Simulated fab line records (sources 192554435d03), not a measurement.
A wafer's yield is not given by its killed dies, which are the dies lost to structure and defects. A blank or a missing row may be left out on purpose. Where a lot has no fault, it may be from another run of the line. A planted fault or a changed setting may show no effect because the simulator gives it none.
A lot that was struck, set against a sound lot ; flow n5 finfet ; 35 out of 1938 route steps
Sound: wafers L940.1, L940.4, L940.5. The struck wafers were L933.1, L933.2. The cause comes at the end.
At each step with rows: each side's tool, then ch and its chambers, then its first start. Under that, the readings that differ: sound wafers ; struck wafers ; difference of the means ; sigmas: that difference in standard deviations of wafers without a fault.
alike: readings with means less than 2 such deviations apart, plus words and numbers identical on both sides. not compared: withheld readings, readings lacking a value on some wafer, bounds such as >300 that could conceal the same value, and numbers that have no deviation in the record and whose values overlap.
A row with sigmas, a row that says differs or no value, or rows on one side alone: a step with any of these is where the two part. Numbers that don't overlap but have no deviation are shown without sigmas and don't part them. Lack of a reading on every wafer of one side parts them only where that side has two or more wafers.

first, 8 steps without rows for these wafers: N5_BEOL_M9_SPUTTER_48 (material Cu, target thk 12 nm, time 2 s); N5_BEOL_M9_ECD_50 (material Cu, target thk 318 nm); N5_BEOL_M9_ANNEAL_51 (time 90 s); N5_BEOL_M9_CMP_52 (polishes, stops on SiCOH lowk, t overpolish 7 s, target thk 140 nm); N5_BEOL_M9_PRE_CLEAN_55 (time 15 s); N5_BEOL_M9_DEP_56 (deposits SiCN from 3MS/NH3, target thk 15 nm, time 26.5 s); N5_BEOL_M10_ILD_DEP_00 (deposits SiCOH lowk from DEMS/porogen, target thk 308.51 nm, time 58 s); N5_BEOL_M10_CURE_71 (cures SiCOH lowk, time 240 s).
N5_BEOL_M10_PECVD_70: deposits SiO2 from TEOS/O2, target thk 20 nm, time 22.7 s.
  sound on pecvd-02 ch 0,2, day 17 21:28; struck on pecvd-03 ch 1,2, day 16 04:12
reading;sound;struck;difference;sigmas
model.SiO2_of_BEOL_M10_PECVD_70.thk nm (nm);19.4 20.2 20;15.2 14.6;-5.0;
  alike: heater power w, showerhead plenum p Torr, throttle valve pct
then, 24 steps without rows for these wafers: N5_BEOL_M10_HM_DEP_02 (deposits TiN, target thk 20 nm); N5_BEOL_M10_COAT_59 (time 60 s, resist thk 100 nm); N5_BEOL_M10_COAT_60 (time 60 s, resist thk 30 nm); N5_BEOL_M10_COAT_05 (resist thk 90 nm); N5_BEOL_M10_EBR_07; N5_BEOL_M10_SOFTBAKE_06 (time 60 s); N5_BEOL_M10_EXPOSE_08 (exposes mask M10); N5_BEOL_M10_PEB_09 (peb time 60 s); N5_BEOL_M10_DEVELOP_10 (develop time 30 s); N5_BEOL_M10_DESCUM_16 (chemistry O2, time 7.9 s); N5_BEOL_M10_ETCH_61 (etches SiARC in CF4, target depth 39 nm, time 65 s); N5_BEOL_M10_ETCH_62 (etches SOC in N2/H2, target depth 110 nm, overetch 22 nm, time 165 s); N5_BEOL_M10_STRIP_68 (strips in N2/H2); N5_BEOL_M10_STRIP_67 (strips in CF4); N5_BEOL_M10_HM_OPEN_17 (chemistry Cl2/BCl3, target TiN, target depth 20 nm, overetch 6 nm); N5_BEOL_M10_STRIP_19 (strips in O2); N5_BEOL_M10_COAT_63 (time 60 s, resist thk 100 nm); N5_BEOL_M10_COAT_64 (time 60 s, resist thk 30 nm); N5_BEOL_M10_COAT_22 (resist thk 90 nm); N5_BEOL_M10_EBR_24; N5_BEOL_M10_SOFTBAKE_23 (time 60 s); N5_BEOL_M10_EXPOSE_25 (exposes mask V9); N5_BEOL_M10_PEB_26 (peb time 60 s); N5_BEOL_M10_DEVELOP_27 (develop time 30 s).
N5_BEOL_M10_HM_STRIP_39: strips TiN in peroxide tin strip, target depth 25 nm, time 158 s.
  sound on wet bench-01 ch 2,6,7, day 18 03:14; struck on wet bench-04 ch 5,6, day 16 09:18
reading;sound;struck;difference;sigmas
model.SiO2_of_BEOL_M10_PECVD_70.thk nm (nm);19.2 20 19.8;15 14.4;-5;
  alike: temp c
N5_BEOL_M10_CMP_52: polishes, stops on SiCOH lowk, t overpolish 7 s, target thk 140 nm.
  sound on cmp-01 ch 0,1, day 18 05:21; struck on cmp-01 ch 0,3, day 16 11:48
reading;sound;struck;difference;sigmas
barrier field endpoint s (s);28.1 29.1 28.6;23.1 21.8;-6.1;-9
  alike: motor current A, retaining ring pressure frac
  not compared: pad life wafers

WHERE THEY PART
Only at N5_BEOL_M10_CMP_52, as far as this record shows.

WHY: what had been put in by the simulator
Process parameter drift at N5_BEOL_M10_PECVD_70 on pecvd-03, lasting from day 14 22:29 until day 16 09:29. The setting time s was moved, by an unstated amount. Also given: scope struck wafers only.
